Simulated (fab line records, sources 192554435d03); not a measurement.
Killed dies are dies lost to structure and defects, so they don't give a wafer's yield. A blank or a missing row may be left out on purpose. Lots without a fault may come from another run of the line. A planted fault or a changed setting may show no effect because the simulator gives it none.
Which tool did it? | flow n5_finfet | 24 lots, 72 wafers sampled, at 6 steps of a route of 1938

WHAT THE GAUGES READ, wafer by wafer
N5_BEOL_M6_INSPECT_30: inspects for defects (brightfield). Usual: raw_defect_count 384, standard deviation 81.
lot  | measured     | on                | raw_defect_count | flag
L075 | day 9 03:40  | defect_inspect-01 | 549 528 452      |
L074 | day 9 14:25  | defect_inspect-02 | 289 398 324      |
L076 | day 9 18:37  | defect_inspect-02 | 359 362 262      |
L077 | day 9 20:32  | defect_inspect-01 | 270 298 253      |
L078 | day 10 09:08 | defect_inspect-02 | 343 393 337      |
L079 | day 10 20:01 | defect_inspect-01 | 284 509 496      |
L082 | day 11 11:19 | defect_inspect-02 | 404 408 478      |
L081 | day 11 12:59 | defect_inspect-02 | 318 368 291      |
L080 | day 12 00:50 | defect_inspect-01 | 386 263 414      |
L083 | day 12 02:36 | defect_inspect-02 | 337 569 419      |
L084 | day 12 02:48 | defect_inspect-01 | 425 357 421      |
L085 | day 12 05:55 | defect_inspect-02 | 491 521 352      |
L086 | day 12 13:19 | defect_inspect-01 | 356 290 423      |
L088 | day 13 10:57 | defect_inspect-01 | 424 507 445      |
L087 | day 13 12:38 | defect_inspect-02 | 285 428 306      |
L091 | day 13 16:41 | defect_inspect-02 | 344 377 370      |
L089 | day 13 21:43 | defect_inspect-01 | 411 468 345      |
L092 | day 14 17:38 | defect_inspect-01 | 230 280 296      |
L090 | day 14 17:48 | defect_inspect-02 | 290 448 265      |
L093 | day 14 20:13 | defect_inspect-01 | 594 284 425      |
L095 | day 15 21:44 | defect_inspect-02 | 464 310 460      |
L094 | day 15 22:01 | defect_inspect-01 | 284 335 338      |
L096 | day 15 23:32 | defect_inspect-02 | 401 387 444      |
L097 | day 16 02:26 | defect_inspect-02 | 320 359 313      |

N5_BEOL_M6_CD_MEAS_35: target cd 40 nm, target cd y 28 nm. Usual: cd_nm 40.3 nm, standard deviation 0.56.
lot  | measured     | on        | cd_nm (nm)     | flag
L075 | day 9 04:20  | cd_sem-02 | 40.2 40.0 39.8 |
L074 | day 9 15:02  | cd_sem-02 | 39.7 39.0 39.7 |
L076 | day 9 19:14  | cd_sem-03 | 40.1 40.5 40.1 |
L077 | day 9 21:08  | cd_sem-02 | 39.3 41.1 39.9 |
L078 | day 10 09:47 | cd_sem-03 | 41.3 40.6 40.7 |
L079 | day 10 20:56 | cd_sem-02 | 39.6 39.8 40.1 |
L082 | day 11 11:56 | cd_sem-03 | 40.0 39.9 40.2 |
L081 | day 11 13:35 | cd_sem-01 | 40.0 40.4 39.6 |
L080 | day 12 01:27 | cd_sem-02 | 40.9 40.3 41.3 |
L083 | day 12 03:13 | cd_sem-01 | 40.5 40.6 40.0 |
L084 | day 12 03:25 | cd_sem-01 | 39.8 39.9 39.4 |
L085 | day 12 06:31 | cd_sem-02 | 39.1 39.4 39.6 |
L086 | day 12 13:56 | cd_sem-03 | 41.2 39.3 40.3 |
L088 | day 13 13:00 | cd_sem-03 | 39.8 39.9 41.1 |
L087 | day 13 14:51 | cd_sem-03 | 41.3 40.9 40.0 |
L091 | day 13 18:14 | cd_sem-02 | 40.6 40.9 40.7 |
L089 | day 13 23:09 | cd_sem-01 | 40.2 40.9 42.2 |
L092 | day 14 18:39 | cd_sem-02 | 40.0 40.6 41.2 |
L090 | day 14 19:11 | cd_sem-02 | 40.0 40.1 40.0 |
L093 | day 14 20:51 | cd_sem-01 | 39.2 40.0 40.6 |
L095 | day 15 22:22 | cd_sem-02 | 40.3 40.2 40.7 |
L094 | day 15 22:37 | cd_sem-02 | 41.0 40.0 41.0 |
L096 | day 16 01:02 | cd_sem-03 | 40.8 40.5 40.6 |
L097 | day 16 03:18 | cd_sem-03 | 41.0 40.7 40.0 |

N5_BEOL_M7_INSPECT_58: inspects for defects (darkfield). Usual: raw_defect_count 76, standard deviation 23.
lot  | measured     | on                | raw_defect_count | flag
L075 | day 9 17:30  | defect_inspect-02 | 82 91 82         |
L074 | day 10 02:52 | defect_inspect-02 | 84 89 123        |
L076 | day 10 16:55 | defect_inspect-01 | 60 67 87         |
L077 | day 10 15:55 | defect_inspect-01 | 81 97 106        |
L078 | day 11 03:32 | defect_inspect-02 | 87 73 61         |
L079 | day 11 17:02 | defect_inspect-01 | 83 78 88         |
L082 | day 12 03:38 | defect_inspect-01 | 120 88 136       |
L081 | day 12 05:11 | defect_inspect-01 | 54 48 57         |
L080 | day 12 14:07 | defect_inspect-02 | 58 36 72         |
L083 | day 12 14:23 | defect_inspect-01 | 67 49 75         |
L084 | day 12 15:12 | defect_inspect-02 | 79 62 63         |
L085 | day 12 17:52 | defect_inspect-01 | 167 95 136       |
L086 | day 13 04:02 | defect_inspect-01 | 98 112 75        |
L088 | day 13 21:31 | defect_inspect-01 | 58 85 55         |
L087 | day 14 00:15 | defect_inspect-02 | 93 70 61         |
L091 | day 14 05:13 | defect_inspect-02 | 64 64 65         |
L089 | day 14 11:36 | defect_inspect-02 | 46 69 87         |
L092 | day 15 07:53 | defect_inspect-02 | 38 39 41         |
L090 | day 15 08:49 | defect_inspect-01 | 106 83 81        |
L093 | day 15 12:07 | defect_inspect-01 | 81 66 101        |
L095 | day 16 13:11 | defect_inspect-01 | 84 121 102       |
L094 | day 16 13:35 | defect_inspect-02 | 71 48 54         |
L096 | day 16 13:40 | defect_inspect-01 | 54 65 86         |
L097 | day 16 15:12 | defect_inspect-01 | 62 55 119        |

N5_BEOL_M8_OVL_MEAS_12. Usual: M8_OVL 0.1 nm, standard deviation 0.65.
lot  | measured     | on         | M8_OVL (nm)    | flag
L075 | day 9 19:25  | overlay-02 | 1.2 0.6 0.1    |
L074 | day 10 10:02 | overlay-01 | 0.4 0.0 0.1    |
L076 | day 10 18:15 | overlay-01 | 0.1 0.6 0.2    |
L077 | day 10 17:48 | overlay-02 | 0.0 0.6 -0.7   |
L078 | day 11 05:29 | overlay-02 | -0.1 -0.9 -0.7 |
L079 | day 11 22:46 | overlay-02 | 0.5 0.7 0.1    |
L082 | day 12 04:51 | overlay-01 | 1.9 0.6 -0.3   |
L081 | day 12 07:35 | overlay-01 | -0.5 -0.6 -0.1 |
L080 | day 12 16:47 | overlay-02 | 0.1 0.4 0.3    |
L083 | day 12 16:59 | overlay-01 | -0.2 -1.1 -0.8 |
L084 | day 12 17:09 | overlay-01 | 0.0 -0.3 0.8   |
L085 | day 12 21:34 | overlay-02 | 0.8 0.3 0.1    |
L086 | day 13 05:28 | overlay-02 | 1.1 0.7 -0.5   |
L088 | day 13 23:10 | overlay-02 | -0.7 0.9 -0.6  |
L087 | day 14 02:14 | overlay-01 | -0.4 -0.5 0.4  |
L091 | day 14 08:19 | overlay-01 | 0.9 0.6 0.5    |
L089 | day 14 15:03 | overlay-01 | 0.0 0.9 1.1    |
L092 | day 15 10:00 | overlay-01 | -0.5 0.3 -0.1  |
L090 | day 15 10:30 | overlay-01 | -1.2 -1.0 -0.1 |
L093 | day 15 13:41 | overlay-01 | -0.1 -0.7 -0.4 |
L095 | day 16 15:43 | overlay-01 | -0.1 -0.3 0.0  |
L094 | day 16 15:53 | overlay-02 | 0.6 -0.5 0.5   |
L096 | day 16 16:13 | overlay-02 | -0.5 0.8 0.3   |
L097 | day 16 18:52 | overlay-01 | -0.2 -1.0 1.0  |

WHICH TOOL RAN EACH LOT (tool, then ch and the chambers of the sampled wafers, then the start)
lot  | N5_BEOL_M7_PECVD_70             | N5_BEOL_M7_CURE_75
L075 | pecvd-03 ch 0,1, day 9 10:14    | uv_cure-01 ch 1, day 9 14:43
L074 | pecvd-01 ch 1,2, day 9 18:26    | uv_cure-03 ch 2, day 9 21:25
L076 | pecvd-02 ch 0,1, day 10 01:21   | uv_cure-03 ch 1, day 10 10:22
L077 | pecvd-01 ch 1,2, day 10 03:04   | uv_cure-02 ch 2, day 10 10:12
L078 | pecvd-03 ch 0,1,2, day 10 16:18 | uv_cure-01 ch 1, day 10 20:48
L079 | pecvd-01 ch 1,2, day 11 05:30   | uv_cure-02 ch 0, day 11 13:38
L082 | pecvd-01 ch 0,1,2, day 11 16:02 | uv_cure-02 ch 2, day 12 00:07
L081 | pecvd-01 ch 0,1, day 11 17:53   | uv_cure-01 ch 1, day 12 02:12
L080 | pecvd-02 ch 0,2, day 12 05:20   | uv_cure-01 ch 0, day 12 11:57
L083 | pecvd-03 ch 1,2, day 12 06:39   | uv_cure-03 ch 0, day 12 12:03
L084 | pecvd-02 ch 0,1, day 12 06:55   | uv_cure-03 ch 2, day 12 12:25
L085 | pecvd-03 ch 0,1, day 12 09:40   | uv_cure-03 ch 1, day 12 13:52
L086 | pecvd-02 ch 1,2, day 12 18:40   | uv_cure-03 ch 1, day 13 00:54
L088 | pecvd-03 ch 0,1,2, day 13 15:49 | uv_cure-02 ch 1, day 13 19:03
L087 | pecvd-01 ch 0,2, day 13 18:32   | uv_cure-03 ch 2, day 13 22:11
L091 | pecvd-02 ch 1,2, day 13 22:05   | uv_cure-01 ch 1, day 14 02:02
L089 | pecvd-01 ch 0,2, day 14 03:10   | uv_cure-03 ch 2, day 14 07:38
L092 | pecvd-02 ch 0,1,2, day 14 21:49 | uv_cure-02 ch 2, day 15 05:09
L090 | pecvd-02 ch 0,1,2, day 14 22:16 | uv_cure-03 ch 2, day 15 06:52
L093 | pecvd-02 ch 0,1, day 15 00:17   | uv_cure-01 ch 0, day 15 09:42
L095 | pecvd-03 ch 0,1, day 16 03:05   | uv_cure-03 ch 1, day 16 09:50
L094 | pecvd-03 ch 0,1,2, day 16 03:07 | uv_cure-01 ch 2, day 16 09:59
L096 | pecvd-01 ch 0,2, day 16 04:49   | uv_cure-02 ch 0, day 16 10:25
L097 | pecvd-02 ch 0,2, day 16 07:48   | uv_cure-03 ch 1, day 16 13:09
- N5_BEOL_M7_PECVD_70: deposits SiO2 from TEOS/O2, target thk 20 nm, time 22.7 s.
- N5_BEOL_M7_CURE_75: cures SiCOH lowk, time 120 s.

WHAT THE TOOLS THEMSELVES READ (means of the sampled wafers that have a number; where no wafer has one, the mark that the record gives instead)
N5_BEOL_M7_PECVD_70. Usual: heater_power_w 714 W, standard deviation 85; rf_fwd_power_W 446.0 W, standard deviation 1.6; showerhead_plenum_p_Torr 8.78 Torr, standard deviation 0.045; throttle_valve_pct 22.0 %, standard deviation 1.4.
lot  | tool     | heater_power_w (W) | rf_fwd_power_W (W) | showerhead_plenum_p_Torr (Torr) | throttle_valve_pct (%) | flag
L075 | pecvd-03 | 736                | 446.5              | 8.84                            | 23.5                   |
L074 | pecvd-01 | 642                | 446.3              | 8.81                            | 21.1                   |
L076 | pecvd-02 | 786                | 447.8              | 8.79                            | 22.5                   |
L077 | pecvd-01 | 643                | 445.9              | 8.80                            | 21.4                   |
L078 | pecvd-03 | 669                | 445.1              | 8.81                            | 22.0                   |
L079 | pecvd-01 | 651                | 446.8              | 8.78                            | 22.3                   |
L082 | pecvd-01 | 647                | 445.6              | 8.80                            | 21.5                   |
L081 | pecvd-01 | 670                | 449.0              | 8.77                            | 22.5                   |
L080 | pecvd-02 | 812                | 446.7              | 8.73                            | 21.9                   |
L083 | pecvd-03 | 672                | 444.0              | 8.79                            | 20.8                   |
L084 | pecvd-02 | 719                | 446.5              | 8.77                            | 23.2                   |
L085 | pecvd-03 | 777                | 445.6              | 8.83                            | 23.8                   |
L086 | pecvd-02 | 779                | 446.2              | 8.77                            | 21.2                   |
L088 | pecvd-03 | 663                | 445.0              | 8.81                            | 22.5                   |
L087 | pecvd-01 | 618                | 446.5              | 8.80                            | 21.1                   |
L091 | pecvd-02 | 786                | 446.0              | 8.77                            | 21.5                   |
L089 | pecvd-01 | 653                | 447.3              | 8.82                            | 20.9                   |
L092 | pecvd-02 | 771                | 445.3              | 8.74                            | 22.1                   |
L090 | pecvd-02 | 761                | 446.9              | 8.75                            | 22.2                   |
L093 | pecvd-02 | 803                | 445.8              | 8.78                            | 22.5                   |
L095 | pecvd-03 | 629                | 447.4              | 8.81                            | 23.2                   |
L094 | pecvd-03 | 717                | 444.9              | 8.81                            | 22.6                   |
L096 | pecvd-01 | 637                | 446.8              | 8.82                            | 20.9                   |
L097 | pecvd-02 | 816                | 445.5              | 8.71                            | 21.8                   |

N5_BEOL_M7_CURE_75. Usual: lamp_power_pct 52.31 %, standard deviation 0.051; wafer_temp_C_max 371.9, standard deviation 0.5.
lot  | tool       | lamp_power_pct (%) | wafer_temp_C_max | flag
L075 | uv_cure-01 | 52.34              | 371.9            |
L074 | uv_cure-03 | 52.32              | 371.5            |
L076 | uv_cure-03 | 52.32              | 372.2            |
L077 | uv_cure-02 | 52.28              | 371.3            |
L078 | uv_cure-01 | 52.29              | 371.9            |
L079 | uv_cure-02 | 52.31              | 371.9            |
L082 | uv_cure-02 | 52.31              | 371.4            |
L081 | uv_cure-01 | 52.35              | 372.2            |
L080 | uv_cure-01 | 52.31              | 371.9            |
L083 | uv_cure-03 | 52.29              | 371.6            |
L084 | uv_cure-03 | 52.27              | 371.9            |
L085 | uv_cure-03 | 52.33              | 372.2            |
L086 | uv_cure-03 | 52.29              | 372.3            |
L088 | uv_cure-02 | 52.33              | 372.2            |
L087 | uv_cure-03 | 52.29              | 371.3            |
L091 | uv_cure-01 | 52.28              | 371.9            |
L089 | uv_cure-03 | 52.32              | 371.7            |
L092 | uv_cure-02 | 52.33              | 371.2            |
L090 | uv_cure-03 | 52.33              | 371.3            |
L093 | uv_cure-01 | 52.33              | 371.8            |
L095 | uv_cure-03 | 52.29              | 372.3            |
L094 | uv_cure-01 | 52.31              | 372.5            |
L096 | uv_cure-02 | 52.36              | 371.8            |
L097 | uv_cure-03 | 52.30              | 372.1            |

THE ANSWER, worked out from the rows above alone
Rule: a lot is off if the mean of its wafers that have a number lies more than 3 standard deviations from the usual mean. A lot without any number at a reading at which 4 lots or more have one is off too. The other lots that the step has rows for count as sound. The gauges are gone through in route order, then the tools' own readings, and for those a lot's mean is taken as printed above. The first step at which some lot is off is used, and at that step the reading that is off furthest; a lot without a number counts as furthest.
No lot is off at any reading shown: from this, nothing can be told.

WHAT THE SIMULATOR HAD PUT IN
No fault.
